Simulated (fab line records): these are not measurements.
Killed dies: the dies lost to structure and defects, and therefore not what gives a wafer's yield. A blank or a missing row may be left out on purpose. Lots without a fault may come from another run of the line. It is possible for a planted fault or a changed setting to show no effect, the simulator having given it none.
The tool behind it: which one? + flow n5-finfet + 7 lots with 21 wafers sampled at 4 steps, on a route of 1938 steps

## WHAT THE GAUGES READ, wafer by wafer
N5_BEOL_M12_OCD_MEAS_35.
| lot  | measured     | on     | trench-depth-nm (nm) |
|------|--------------|--------|----------------------|
| L562 | day 10 23:59 | ocd-02 | 320 313 323          |
| L564 | day 11 04:14 | ocd-01 | 315 311 312          |
| L571 | day 12 13:44 | ocd-01 | 311 401 313          |
| L572 | day 13 04:05 | ocd-02 | 314 314 317          |
| L581 | day 15 14:50 | ocd-01 | 315 311 314          |
| L582 | day 15 16:37 | ocd-02 | 335 328 319          |
| L585 | day 17 01:13 | ocd-01 | 320 332 333          |

## EACH LOT AND THE TOOL THAT RAN IT (in order: tool; ch and the chambers of the sampled wafers; start)
| lot  | N5_BEOL_M11_TRENCH_ETCH_37                    | N5_BEOL_M12_ETCH_68                | N5_BEOL_M12_TRENCH_ETCH_34         |
|------|-----------------------------------------------|------------------------------------|------------------------------------|
| L562 | rie-diel-03 ch 2,3, day 10 23:38 or earlier   | rie-diel-06 ch 0,2, day 10 23:38   | rie-diel-06 ch 0,2, day 10 23:49   |
| L564 | rie-diel-01 ch 1,2,3, day 11 03:53 or earlier | rie-diel-05 ch 1,2, day 11 03:53   | rie-diel-05 ch 1,2, day 11 04:04   |
| L571 | rie-diel-04 ch 1,2, day 12 13:24 or earlier   | rie-diel-05 ch 0,1,3, day 12 13:24 | rie-diel-05 ch 0,1,3, day 12 13:35 |
| L572 | rie-diel-04 ch 0,2,3, day 13 03:46 or earlier | rie-diel-02 ch 0,2, day 13 03:46   | rie-diel-02 ch 0,2, day 13 03:56   |
| L581 | rie-diel-03 ch 0,1,3, day 15 14:29 or earlier | rie-diel-02 ch 0,1, day 15 14:29   | rie-diel-02 ch 0,1, day 15 14:40   |
| L582 | rie-diel-04 ch 0,1,2, day 15 16:17 or earlier | rie-diel-06 ch 0,1,3, day 15 16:17 | rie-diel-06 ch 0,1,3, day 15 16:28 |
| L585 | rie-diel-03 ch 1,2,3, day 17 00:52 or earlier | rie-diel-06 ch 0,3, day 17 00:52   | rie-diel-06 ch 0,3, day 17 01:03   |
- N5_BEOL_M11_TRENCH_ETCH_37: etches SiCOH lowk in C4F6/O2, target depth 148.83 nm, time 48 s.
- N5_BEOL_M12_ETCH_68: etches SOC in N2/H2, time 285 s.
- N5_BEOL_M12_TRENCH_ETCH_34: etches SiOC in C4F8/O2/Ar, target depth 318.95 nm, time 125.5 s.

## THE ANSWER, worked out from the rows above alone
Rule: usual is defined by the lots themselves. Put in order of their means at a reading, lots are off if they are a third of the lots or fewer, leave a main group of 4 or more, and stand apart from it by a gap of 3 or more times the standard deviation of the main group's means; of several such gaps the widest counts. A main group whose means are all the same, to the digits that the tables above print for the reading, isn't used. Also off: a lot with no number at a reading for which 4 or more lots have one. The other lots that the step has rows for count as sound.
Across all readings shown, no lot is off: no conclusion can be drawn from this.

## WHAT HAD BEEN PUT IN BY THE SIMULATOR
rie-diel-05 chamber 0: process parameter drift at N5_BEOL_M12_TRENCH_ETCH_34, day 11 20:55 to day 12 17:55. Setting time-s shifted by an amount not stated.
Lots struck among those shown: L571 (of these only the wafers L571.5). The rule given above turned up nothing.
